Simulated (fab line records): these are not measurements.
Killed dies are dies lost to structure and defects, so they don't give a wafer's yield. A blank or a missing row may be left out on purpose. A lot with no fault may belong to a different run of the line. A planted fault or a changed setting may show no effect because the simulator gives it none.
Chamber matching | flow n5Finfet | N5_DUMMY_GATE_ETCH_44 on rieSi-05: 4 sister chambers
The step etches poly-Si in HBr/O2, stops on SiO2, target depth 127.5 nm. 16 wafers are shown with their chamber, then 8 later ones without.

WAFERS, EACH WITH ITS CHAMBER
wafer  | chamber | drypumpMotorCurrentA (A) | throttleValvePct (%) | oesProductAu (a.u.)
L074.3 | 2       | 5.6                      | 18.60                | 0.723
L074.5 | 1       | 6.4                      | 18.41                | 0.704
L074.6 | 0       | 6.4                      | 18.24                | 0.719
L075.1 | 2       | 5.6                      | 18.60                | 0.723
L075.2 | 3       | 5.7                      | 18.57                | 0.717
L075.6 | 2       | 5.6                      | 18.59                | 0.724
L078.1 | 1       | 6.4                      | 18.40                | 0.696
L078.2 | 2       | 5.6                      | 18.58                | 0.731
L078.3 | 3       | 5.6                      | 18.58                | 0.735
L078.4 | 0       | 6.4                      | 18.25                | 0.709
L078.5 | 3       | 5.6                      | 18.59                | 0.720
L078.6 | 0       | 6.4                      | 18.24                | 0.709
L082.1 | 1       | 6.4                      | 18.41                | 0.697
L082.3 | 0       | 6.4                      | 18.27                | 0.714
L082.4 | 2       | 5.6                      | 18.60                | 0.721
L088.1 | 1       | 6.4                      | 18.40                | 0.707

SIGNATURES (averages over the wafers above)
reading              | chamber 0 | chamber 1 | chamber 2 | chamber 3 | scatter within a chamber
drypumpMotorCurrentA | 6.400     | 6.400     | 5.600     | 5.633     | 0.0236
throttleValvePct     | 18.2500   | 18.4050   | 18.5940   | 18.5800   | 0.0101
oesProductAu         | 0.71275   | 0.70100   | 0.72440   | 0.72400   | 0.00577
Rule: a wafer's distance from a chamber is the root of the sum, over the readings, of the square of ((its reading less the chamber's mean) divided by the reading's scatter). If the next closest chamber is less than 2 further off than the closest, the wafer can't be placed; otherwise it belongs to the closest. The scatter is the square root of a quotient: the sum, over the shown wafers, of each reading's squared deviation from its chamber's mean, divided by wafers minus chambers.

WAFERS MISSING THEIR CHAMBER
wafer  | drypumpMotorCurrentA (A) | throttleValvePct (%) | oesProductAu (a.u.)
L088.5 | 5.7                      | 18.59                | 0.722
L088.6 | 6.4                      | 18.24                | 0.717
L092.1 | 5.7                      | 18.56                | 0.719
L092.4 | 5.6                      | 18.61                | 0.718
L092.6 | 5.6                      | 18.59                | 0.710
L094.1 | 5.6                      | 18.60                | 0.717
L094.5 | 6.4                      | 18.40                | 0.720
L094.6 | 6.4                      | 18.24                | 0.704

WHICH CHAMBER EACH ONE RAN IN
wafer  | from the rows above     | in truth
L088.5 | can't be placed: 3 or 2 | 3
L088.6 | 0                       | 0
L092.1 | can't be placed: 3 or 2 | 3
L092.4 | can't be placed: 2 or 3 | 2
L092.6 | can't be placed: 2 or 3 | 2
L094.1 | can't be placed: 2 or 3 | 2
L094.5 | 1                       | 1
L094.6 | 0                       | 0
3 of 8 placed correctly. Cannot be placed on the basis of these rows: 5; the candidates contain the true chamber in 5. 0 placed wrongly.
